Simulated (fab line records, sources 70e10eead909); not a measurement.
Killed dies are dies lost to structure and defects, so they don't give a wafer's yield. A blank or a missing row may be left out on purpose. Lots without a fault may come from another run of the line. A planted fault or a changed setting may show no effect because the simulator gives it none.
A struck lot beside a sound one | flow nand_harc | 15 steps out of a route of 1302
Sound: wafers L670.1, L670.5, L670.6. Struck: wafers L678.2, L678.3, L678.4. The cause comes at the end.
At each step with rows: each side's tool, then ch and its chambers, then its first start. Under that, the readings that differ: sound wafers | struck wafers | difference of the means | sigmas: that difference in standard deviations of wafers without a fault.
alike: readings whose means differ by less than 2 such deviations, and words and numbers that are the same on both sides. not compared: withheld readings, readings that some wafer has no value for, bounds like >300 that may hide the same value, and numbers for which the record gives no deviation and whose values overlap.
The two part at a step that has a row with sigmas, a row that says differs or no value, or rows on one side only. Numbers that don't overlap but have no deviation are shown without sigmas and don't part them. A reading that every wafer of one side lacks parts them only if that side has two wafers or more.

first, 1 step without rows for these wafers: NHARC_A_CHANNEL_HOLE_D2_ETCH_44 (etches the open film in CF4/O2, target depth 140 nm, overetch 14 nm, time 77 s).
NHARC_A_CHANNEL_HOLE_D2_STRIP_28: strips in O2.
  sound on rie_diel-01 ch 0,2,3; struck on rie_diel-02 ch 0,2,3
  alike: drypump_motor_current_A, mfc_ar_sccm, oes_product_au, rf_vpp_V, showerhead_plenum_p_Torr, throttle_valve_pct
  not compared: rf_hours_counter_h
then, 2 steps without rows for these wafers: NHARC_A_CHANNEL_HOLE_D2_PRECLEAN_29 (cleans in SC1); NHARC_A_CHANNEL_HOLE_D2_SRD_30.
NHARC_A_CHANNEL_HOLE_D2_CD_MEAS_31:
  sound on cd_sem-03, day 15 00:58; struck on cd_sem-01, day 18 06:22
  alike: cd_nm
NHARC_A_CHANNEL_HOLE_D2_XSEM_32:
  sound on xsem-01 ch 0, day 15 01:04; struck on xsem-01 ch 0, day 18 06:27
  alike: bot_cd_nm, bow_nm, tilt_deg
NHARC_A_CHANNEL_HOLE_D2_INSPECT_40:
  sound on defect_inspect-01, day 15 01:09; struck on defect_inspect-02, day 18 06:32
  alike: raw_defect_count
then, 3 steps without rows for these wafers: NHARC_A_CHANNEL_FILL_D2_PRECLEAN_00 (cleans in SC1); NHARC_A_CHANNEL_FILL_D2_SRD_01; NHARC_A_CHANNEL_FILL_D2_ALD_02 (deposits SiO2, target thk 6 nm, pulse time 10 s, ald cycles 60).
NHARC_A_CHANNEL_FILL_D2_ALD_03: deposits SiNx, target thk 6 nm, pulse time 60 s, ald cycles 58.
  sound on ald_sin_batch-01 ch 0; struck on ald_sin_batch-01 ch 0
  reading              | sound                | struck               | difference | sigmas
  susceptor_temp_C (C) | 630.26 630.28 630.39 | 629.82 629.65 629.52 | -0.65      | -2
  alike: precursor_pulse_height_rel
NHARC_A_CHANNEL_FILL_D2_ALD_14: deposits SiO2, target thk 2.5 nm, pulse time 10 s, ald cycles 25.
  sound on ald_hk-01 ch 1,2,3, day 15 08:29; struck on ald_hk-01 ch 1,2,3, day 18 13:46
  alike: heater_power_w, precursor_pulse_height_rel, susceptor_temp_C
NHARC_A_CHANNEL_FILL_D2_ALD_15: deposits SiNx, target thk 2 nm, pulse time 60 s, ald cycles 19.
  sound on ald_sin_batch-02 ch 0, day 15 11:29; struck on ald_sin_batch-03 ch 0, day 18 16:54
  reading              | sound                | struck               | difference | sigmas
  susceptor_temp_C (C) | 629.63 629.92 630.34 | 677.15 677.50 677.05 | +47.27     | +99 or more
  alike: precursor_pulse_height_rel
NHARC_A_CHANNEL_FILL_D2_ALD_16: deposits SiO2, target thk 1.5 nm, pulse time 10 s, ald cycles 15.
  sound on ald_hk-04 ch 0,1,3, day 15 13:38; struck on ald_hk-01 ch 1,2,3, day 18 18:59
  alike: heater_power_w, precursor_pulse_height_rel, susceptor_temp_C
-- the record jumps here: 11 days lie between the struck wafers' starts before and after (it left off in module A_CHANNEL_FILL_D2 and takes up again in module END, whose first step shown is number 1302 of the route) --
NHARC_END_SORT_01:
  the record has rows for the struck wafers here (prober-01 ch 0, day 29 14:19) and none for the sound ones

WHERE THEY PART
First at NHARC_A_CHANNEL_FILL_D2_ALD_03; last, within this record, at NHARC_END_SORT_01.

WHY: what the simulator had put in
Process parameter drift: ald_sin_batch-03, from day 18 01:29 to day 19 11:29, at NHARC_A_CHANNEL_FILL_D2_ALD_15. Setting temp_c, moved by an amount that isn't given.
